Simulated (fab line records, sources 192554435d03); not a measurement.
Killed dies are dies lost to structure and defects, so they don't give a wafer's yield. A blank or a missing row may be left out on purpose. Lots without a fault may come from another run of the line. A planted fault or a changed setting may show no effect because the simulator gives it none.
Split-lot experiment | flow n5_finfet | 7 lots, 39 wafers read, on a route of 1938 steps

THE SPLIT
At N5_BEOL_M10_ETCH_66 (etches SOC in N2/H2, target depth 120 nm, overetch 24 nm, time 180 s), the setting time_s was moved away from the recipe's 180 s on 15 of the 39 wafers read, by -42.0% to +50.1%. The other wafers ran this setting at the recipe's value.

The reading is taken at the split's own step.

THE READING
SiARC_of_BEOL_M10_COAT_64.thk_nm (the simulator's own value, which no gauge read), in nm, at N5_BEOL_M10_ETCH_66 (etches SOC in N2/H2, target depth 120 nm, overetch 24 nm, time 180 s). The file gives no usual value for it. The 24 wafers here that ran the recipe average 22.8 nm, standard deviation 0.21 nm.

wafer  | tool, chamber at the split | time_s as run, s | against the recipe | SiARC_of_BEOL_M10_COAT_64.thk_nm, nm | against lot-mates on the recipe
L076.1 | rie_diel-02, 2             | 180              | recipe             | 22.8                                 | -
L076.2 | rie_diel-02, 0             | 180              | recipe             | 23                                   | -
L076.3 | rie_diel-02, 1             | 150.6            | -16.3%             | 24                                   | +1.2
L076.4 | rie_diel-02, 3             | 180              | recipe             | 22.6                                 | -
L076.5 | rie_diel-02, 2,1           | 150.6            | -16.3%             | 23.8                                 | +1.0
L076.6 | rie_diel-02, 2,1           | 150.6            | -16.3%             | 23.8                                 | +1.0
L080.1 | rie_diel-02, 0             | 180              | recipe             | 23.2                                 | -
L080.6 | rie_diel-02, 0             | 180              | recipe             | 23.2                                 | -
L080.2 | rie_diel-02, 1             | 104.4            | -42.0%             | 26                                   | +2.9
L080.5 | rie_diel-02, 1             | 104.4            | -42.0%             | 26                                   | +2.9
L080.3 | rie_diel-02, 3             | 104.4            | -42.0%             | 25.8                                 | +2.7
L080.4 | rie_diel-02, 2             | 180              | recipe             | 22.8                                 | -
L081.1 | rie_diel-02, 1,3,2,2,1     | 180              | recipe             | 22.8                                 | -
L081.3 | rie_diel-02, 1,3,2,2,1     | 180              | recipe             | 22.8                                 | -
L081.4 | rie_diel-02, 1,3,2,2,1     | 180              | recipe             | 22.8                                 | -
L081.5 | rie_diel-02, 1,3,2,2,1     | 180              | recipe             | 22.8                                 | -
L081.6 | rie_diel-02, 1,3,2,2,1     | 180              | recipe             | 22.8                                 | -
L081.2 | rie_diel-02, 0             | 180              | recipe             | 23.2                                 | -
L085.1 | rie_diel-05, 1,2,1         | 136.4            | -24.2%             | 24.4                                 | +1.8
L085.2 | rie_diel-05, 1,2,1         | 136.4            | -24.2%             | 24.4                                 | +1.8
L085.5 | rie_diel-05, 1,2,1         | 136.4            | -24.2%             | 24.4                                 | +1.8
L085.3 | rie_diel-05, 0,2,0         | 180              | recipe             | 22.6                                 | -
L085.4 | rie_diel-05, 0,2,0         | 180              | recipe             | 22.6                                 | -
L085.6 | rie_diel-05, 0,2,0         | 180              | recipe             | 22.6                                 | -
L091.2 | rie_diel-02, 2             | 180              | recipe             | 22.8                                 | -
L091.3 | rie_diel-02, 3,0           | 180              | recipe             | 23                                   | -
L091.6 | rie_diel-02, 3,0           | 180              | recipe             | 23                                   | -
L093.1 | rie_diel-05, 0,1           | 270.1            | +50.1%             | 18.8                                 | -3.7
L093.5 | rie_diel-05, 0,1           | 270.1            | +50.1%             | 18.8                                 | -3.7
L093.2 | rie_diel-05, 3             | 180              | recipe             | 22.4                                 | -
L093.3 | rie_diel-05, 1,0           | 180              | recipe             | 22.6                                 | -
L093.6 | rie_diel-05, 1,0           | 180              | recipe             | 22.6                                 | -
L093.4 | rie_diel-05, 2             | 270.1            | +50.1%             | 19                                   | -3.5
L097.1 | rie_diel-05, 3,0           | 242.4            | +34.7%             | 20                                   | -2.7
L097.4 | rie_diel-05, 3,0           | 242.4            | +34.7%             | 20                                   | -2.7
L097.2 | rie_diel-05, 2             | 180              | recipe             | 22.8                                 | -
L097.3 | rie_diel-05, 1             | 180              | recipe             | 22.6                                 | -
L097.6 | rie_diel-05, 1             | 180              | recipe             | 22.6                                 | -
L097.5 | rie_diel-05, 2             | 242.4            | +34.7%             | 20.2                                 | -2.5
Where a row lists several chambers, the file gives one row for several wafers and doesn't say which wafer went through which chamber.

THE FIT
A straight line over all 39 wafers: SiARC_of_BEOL_M10_COAT_64.thk_nm changes by -0.0758 nm for each +1% of time_s; r = -0.99; the points scatter about the line by 0.19 nm.
The same after taking each lot's own level away (the mean of its wafers on the recipe; 39 wafers): -0.0719 nm for each +1%; r = -1.00; scatter 0.13 nm.
On that fit, the largest move of time_s shifts the reading by 3.6 nm.
The lots' own levels span 22.53 to 23.07 nm, that is 2.5 times the standard deviation above.
So the lot-to-lot level changes the slope little: the two slopes agree.
Check: with one of the wafers moved furthest among these (+50.1%) left out of the fit, the line predicts -3.61 nm for it against its lot-mates. It came out at -3.73 nm against them.

OTHER SPLITS ON THESE WAFERS
These wafers also went through other splits before the reading. Each is held against what the fit with the lots' levels taken away leaves over:
other split on the same wafers      | wafers away from the commonest value | r with SiARC_of_BEOL_M10_COAT_64.thk_nm (lot level and that fit taken away)
N5_BEOL_M10_ILD_DEP_00 target_thk_a | 12                                   | +0.07

THE FILE'S OWN FIT
SiARC_of_BEOL_M10_COAT_64.thk_nm changes by -0.072 nm for each +1% of time_s, r = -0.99.
